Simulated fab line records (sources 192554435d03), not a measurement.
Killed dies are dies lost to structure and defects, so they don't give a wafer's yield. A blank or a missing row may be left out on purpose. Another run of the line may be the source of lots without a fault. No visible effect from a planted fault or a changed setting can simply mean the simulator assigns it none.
Split-lot study | flow n5-finfet | on a route of 1938 steps: 7 lots, 21 wafers read

ABOUT THE SPLIT
At N5_DUMMY_GATE_PECVD_30 (deposits SiO2 from TEOS/O2, target thk 55 nm, time 10.8 s), the setting time-s was moved away from the recipe's 10.8 s on 7 of the 21 wafers read, by -11.9% to +12.5%. This setting was run at the recipe's value on the other wafers.

FROM THE SPLIT TO THE READING: what the file shows between them, 9 steps
- N5_DUMMY_GATE_EXPOSE_12: exposes mask GATE, target cd 25 nm (also split here: dose-mj)
- N5_DUMMY_GATE_PEB_13: peb time 60 s
- N5_DUMMY_GATE_DEVELOP_14: develop time 30 s
- N5_DUMMY_GATE_CD_MEAS_15: target cd 25.8 nm
- N5_DUMMY_GATE_ETCH_31: etches SiO2 in C4F6/O2, target depth 82.5 nm, time 27.5 s
- N5_DUMMY_GATE_STRIP_41: strips in O2
- N5_DUMMY_GATE_HM_OPEN_21: chemistry CH3F/O2, target SiNx, target depth 120 nm, time 171.4 s
- N5_DUMMY_GATE_ETCH_32: etches SiO2 in CF4, target depth 3.5 nm, time 3.9 s
- N5_DUMMY_GATE_ETCH_23: etches poly-Si in HBr/Cl2/O2, target depth 41 nm, time 22.3 s

THE READING
SiO2_of_DUMMY_GATE_PECVD_30.thk-nm (the simulator's own value, which no gauge read), in nm, at N5_DUMMY_GATE_ETCH_44 (etches poly-Si in HBr/O2, stops on SiO2, target depth 127.5 nm). The file does not state a usual value for it. Across the 14 wafers here that went through the recipe, the average is 38.1 nm and the standard deviation 0.83 nm.

wafer  | tool, chamber at the split | time-s as run, s | against the recipe | SiO2_of_DUMMY_GATE_PECVD_30.thk-nm, nm | against lot-mates on the recipe
L078.4 | pecvd-02, 0                | 10.8             | recipe             | 38.4                                   | -
L078.5 | pecvd-02, 2                | 12.15            | +12.5%             | 44.8                                   | +6.4
L078.6 | pecvd-02, 1                | 12.15            | +12.5%             | 45.2                                   | +6.8
L082.3 | pecvd-04, 0                | 10.8             | recipe             | 38.2                                   | -
L082.4 | pecvd-04, 1                | 9.512            | -11.9%             | 31.8                                   | -6.5
L082.5 | pecvd-04, 0                | 10.8             | recipe             | 38.4                                   | -
L085.2 | pecvd-04, 0                | 10.8             | recipe             | 36.4                                   | -
L085.3 | pecvd-04, 1                | 10.8             | recipe             | 38                                     | -
L085.5 | pecvd-04, 2                | 10.8             | recipe             | 39.2                                   | -
L088.2 | pecvd-04, 0                | 10.8             | recipe             | 37.2                                   | -
L088.3 | pecvd-04, 1                | 11.46            | +6.1%              | 41.4                                   | +3.5
L088.6 | pecvd-04, 2                | 10.8             | recipe             | 38.6                                   | -
L089.1 | pecvd-04, 0                | 11.57            | +7.1%              | 41.2                                   | +1.6
L089.2 | pecvd-04, 1                | 11.57            | +7.1%              | 41.2                                   | +1.6
L089.5 | pecvd-04, 0                | 10.8             | recipe             | 39.6                                   | -
L091.1 | pecvd-04, 0,1              | 10.8             | recipe             | 37.4                                   | -
L091.3 | pecvd-04, 0,1              | 10.8             | recipe             | 37.6                                   | -
L091.5 | pecvd-04, 0                | 10.8             | recipe             | 38.2                                   | -
L093.2 | pecvd-03, 1                | 10.8             | recipe             | 37.2                                   | -
L093.5 | pecvd-03, 0                | 10.8             | recipe             | 38.8                                   | -
L093.6 | pecvd-03, 2                | 9.905            | -8.3%              | 34                                     | -4.0
Where a row lists several chambers, the file gives one row for several wafers and doesn't say which wafer went through which chamber.

THE FIT
A straight line over all 21 wafers: SiO2_of_DUMMY_GATE_PECVD_30.thk-nm changes by +0.523 nm for each +1% of time-s; r = +0.97; the points scatter about the line by 0.76 nm.
The same after taking each lot's own level away (the mean of its wafers on the recipe; 21 wafers): +0.488 nm for each +1%; r = +0.95; scatter 0.88 nm.
Per that fit: largest time-s move, reading shift of 6.1 nm.
Across the lots, their own levels run from 37.73 to 39.60 nm, a range of 2.2 times the standard deviation given above.
Consequently the slope shifts little with the lot-to-lot level, the two slopes agreeing.
Check: +5.82 nm against its lot-mates is what the line predicts for one of the wafers moved furthest among these (+12.5%) when that wafer is left out of the fit. Against them it came out at +6.4 nm.

ADDITIONAL SPLITS CARRIED BY THESE WAFERS
Note: prior to the reading, these wafers also went through further splits. Each is held against what the fit with the lots' levels taken away leaves over:
other split on the same wafers  | wafers away from the commonest value | r with SiO2_of_DUMMY_GATE_PECVD_30.thk-nm (lot level and that fit taken away)
N5_WELL_APT_PEB_23 peb-temp-c   | 5                                    | -0.04
N5_FIN_SAQP_PECVD_06 time-s     | 6                                    | -0.27
N5_FIN_SAQP_EXPOSE_13 dose-mj   | 9                                    | +0.36
N5_DUMMY_GATE_EXPOSE_12 dose-mj | 6                                    | -0.11

THE WHOLE CHAIN: every reading that the file lists as answering this split, in the file's order
step                     | what it does                                                      | reading                                                                             | change (the file's fit)               | r (the file's)
N5_DUMMY_GATE_PECVD_30   | deposits SiO2 from TEOS/O2, target thk 55 nm, time 10.8 s         | SiO2_of_DUMMY_GATE_PECVD_30.thk-nm (the simulator's own value, which no gauge read) | +0.461 nm for each +1% of the setting | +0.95
N5_DUMMY_GATE_HM_OPEN_21 | chemistry CH3F/O2, target SiNx, target depth 120 nm, time 171.4 s | SiO2_of_DUMMY_GATE_PECVD_30.thk-nm (the simulator's own value, which no gauge read) | +0.488 nm for each +1% of the setting | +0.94
N5_DUMMY_GATE_ETCH_44    | etches poly-Si in HBr/O2, stops on SiO2, target depth 127.5 nm    | SiO2_of_DUMMY_GATE_PECVD_30.thk-nm (the simulator's own value, which no gauge read) | +0.496 nm for each +1% of the setting | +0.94

FILE'S OWN FIT
SiO2_of_DUMMY_GATE_PECVD_30.thk-nm changes by +0.496 nm for each +1% of time-s, r = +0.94.
